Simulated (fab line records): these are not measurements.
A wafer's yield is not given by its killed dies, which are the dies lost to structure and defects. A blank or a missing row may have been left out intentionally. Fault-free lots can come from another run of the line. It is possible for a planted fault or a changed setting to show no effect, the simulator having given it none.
Chamber matching || flow nand harc || 4 sister chambers for NHARC_A_WL_FILL_ALD_02 on ald metal-02
The step deposits TiN, target thk 2 nm, pulse time 3 s, ald cycles 100. 4 wafers are shown with their chamber, then 9 later ones without.

== WAFERS, EACH WITH ITS CHAMBER ==
{"wafer": "L085.2", "chamber": 1, "heater power w (W)": 1107}
{"wafer": "L085.6", "chamber": 2, "heater power w (W)": 1008}
{"wafer": "L086.2", "chamber": 3, "heater power w (W)": 1051}
{"wafer": "L086.5", "chamber": 0, "heater power w (W)": 1018}

== WAFERS WHOSE CHAMBER IS MISSING ==
{"wafer": "L089.2", "heater power w (W)": 1065}
{"wafer": "L089.3", "heater power w (W)": 988}
{"wafer": "L089.5", "heater power w (W)": 1030}
{"wafer": "L093.1", "heater power w (W)": 1119}
{"wafer": "L093.2", "heater power w (W)": 968}
{"wafer": "L093.4", "heater power w (W)": 973}
{"wafer": "L095.2", "heater power w (W)": 1114}
{"wafer": "L095.3", "heater power w (W)": 1094}
{"wafer": "L095.6", "heater power w (W)": 994}

== WHICH CHAMBER EACH WENT THROUGH ==
{"wafer": "L089.2", "from the rows above": "can't be placed: 3 or 1 or 0", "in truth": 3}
{"wafer": "L089.3", "from the rows above": "can't be placed: 2 or 0", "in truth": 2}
{"wafer": "L089.5", "from the rows above": "can't be placed: 0 or 3 or 2", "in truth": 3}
{"wafer": "L093.1", "from the rows above": 1, "in truth": 1}
{"wafer": "L093.2", "from the rows above": "can't be placed: 2 or 0", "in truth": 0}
{"wafer": "L093.4", "from the rows above": "can't be placed: 2 or 0", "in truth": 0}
{"wafer": "L095.2", "from the rows above": 1, "in truth": 1}
{"wafer": "L095.3", "from the rows above": "can't be placed: 1 or 3", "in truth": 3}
{"wafer": "L095.6", "from the rows above": "can't be placed: 2 or 0", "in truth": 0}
2 of 9 placed correctly. Not placeable from these rows: 7 (in 7, the candidates include the true chamber). Number placed wrongly: 0.
How it was worked out, from the rows above alone: a wafer's distance from a chamber is the root of the sum, over the readings, of the square of ((its reading less the chamber's mean) divided by the reading's scatter). The wafer belongs to the nearest chamber; if the next one is less than 2 further off, it can't be placed. Each chamber's mean is taken over the wafers shown for it. The scatter: root of mean squared gap, hidden wafer to nearest shown wafer, with one shown wafer a chamber.
